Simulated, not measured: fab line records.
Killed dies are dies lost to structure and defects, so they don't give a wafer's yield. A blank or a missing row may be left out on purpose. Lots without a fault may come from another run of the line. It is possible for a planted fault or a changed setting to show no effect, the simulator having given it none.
The same fault as seen by 3 desks	flow n5Finfet	each desk has only its own numbers; what lay behind them comes last

== FOR THE TOOL OWNER'S DESK: cmp-02 ==
The tool's own readings at N5_MOL_CONTACT_COAG_CMP_28 (polishes, stops on SiNx, t overpolish 0.85 s, target thk 14.522 nm): means of the sampled wafers that have a number, for each lot that ran on this tool. Any lot whose mean is over 4 standard deviations away from the usual mean is out of limits and marked OUT; that distance is given in the brackets.
Columns: A = motorCurrentA at N5_MOL_CONTACT_COAG_CMP_28, usual 11.9 A; B = slurryFlowMlMin at N5_MOL_CONTACT_COAG_CMP_28, usual 150.0; C = timeToEndpointS at N5_MOL_CONTACT_COAG_CMP_28, usual 4.8 s
lot	first seen here	A	B	C
L265	day 5 16:55	12.5	149.9	3.4
L282	day 9 20:05	13.7	149.9	4.9
L285	day 10 17:16	11.9	149.8	3.1
Result from this desk: across the 3 lots, nothing is out of limits.

== AT THE METROLOGY DESK ==
Means of the sampled wafers that have a number, per lot and without regard to the tool the lot ran on: this is what the gauges read. Any lot whose mean is over 4 standard deviations away from the usual mean is out of limits and marked OUT; that distance is given in the brackets. Of its 11 readings 7 are shown: those that lie furthest out on some lot.
Columns: A = DIBL_N at N5_BEOL_M4_RC_MEAS_101, usual 36.3 mV/V; B = IOFF_N at N5_BEOL_M4_RC_MEAS_101, usual 0.155 nA/um; C = IOFF_P at N5_BEOL_M4_RC_MEAS_101, usual 0.204 nA/um; D = ION_N at N5_BEOL_M4_RC_MEAS_101, usual 671 uA/um; E = SS_N at N5_BEOL_M4_RC_MEAS_101, usual 71.5 mV/dec; F = VT_N at N5_BEOL_M4_RC_MEAS_101, usual 250.2 mV; G = VT_P at N5_BEOL_M4_RC_MEAS_101, usual -251 mV
lot	first seen here	A	B	C	D	E	F	G
L263	day 5 07:12	35.3	0.150	0.201	666	71.5	248.0	-249
L264	day 5 09:11	35.7	0.136	0.199	666	70.8	250.9	-248
L265	day 5 18:16	35.0	0.154	0.208	670	71.4	249.3	-249
L269	day 6 20:26	38.9	0.191	0.246	675	72.4	248.8	-247
L270	day 7 02:23	36.0	0.144	0.179	669	71.3	252.7	-256
L272	day 7 10:44	35.7	0.144	0.211	670	71.9	250.3	-247
L274	day 8 07:20	36.5	0.154	0.191	670	71.7	251.0	-253
L282	day 9 21:16	36.1	0.151	0.205	670	71.3	252.0	-250
L283	day 10 04:01	36.2	0.150	0.189	670	71.6	250.5	-253
L285	day 10 20:06	34.5	0.117	0.176	653	71.3	253.8	-252
Result from this desk: across the 10 lots, nothing is out of limits.

== THE DEFECT DESK ==
Inspection counts along the route, by lot: the mean over sampled wafers that carry a number. Any lot whose mean is over 4 standard deviations away from the usual mean is out of limits and marked OUT; that distance is given in the brackets.
Columns: A = rawDefectCount at N5_MOL_CONTACT_COAG_INSPECT_57, usual 232
lot	first seen here	A
L263	day 5 07:14	166
L264	day 5 09:14	262
L265	day 5 18:20	147
L269	day 6 20:29	286
L270	day 7 02:26	194
L272	day 7 10:48	290
L274	day 8 07:23	253
L282	day 9 21:19	953 (+12) OUT
L283	day 10 04:04	197
L285	day 10 20:09	880 (+11) OUT
This desk's finding: out of limits on L282, L285; first on L282, day 9 21:19 (rawDefectCount at N5_MOL_CONTACT_COAG_INSPECT_57). L263, L264, L265, L269, L270, L272, L274, L283 stayed within limits.

== PUT TOGETHER ==
The defect desk could have raised an alarm at day 9 21:19, on L282, L285.
The desk of the tool owner found nothing out of limits.
Metrology desk: nothing out of limits seen.
On record at the tool owner's desk: L282, L285, within its limits.
The metrology desk has L282, L285 on record, within its limits.
Of the lots named, all ran N5_MOL_CONTACT_COAG_CMP_28 on cmp-02.

== WHAT WAS PUT IN BY THE SIMULATOR ==
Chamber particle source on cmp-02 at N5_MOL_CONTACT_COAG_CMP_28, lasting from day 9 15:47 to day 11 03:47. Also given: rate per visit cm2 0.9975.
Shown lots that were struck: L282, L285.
Hours from the fault's start to each desk's first reading out of limits: the defect desk, 6.
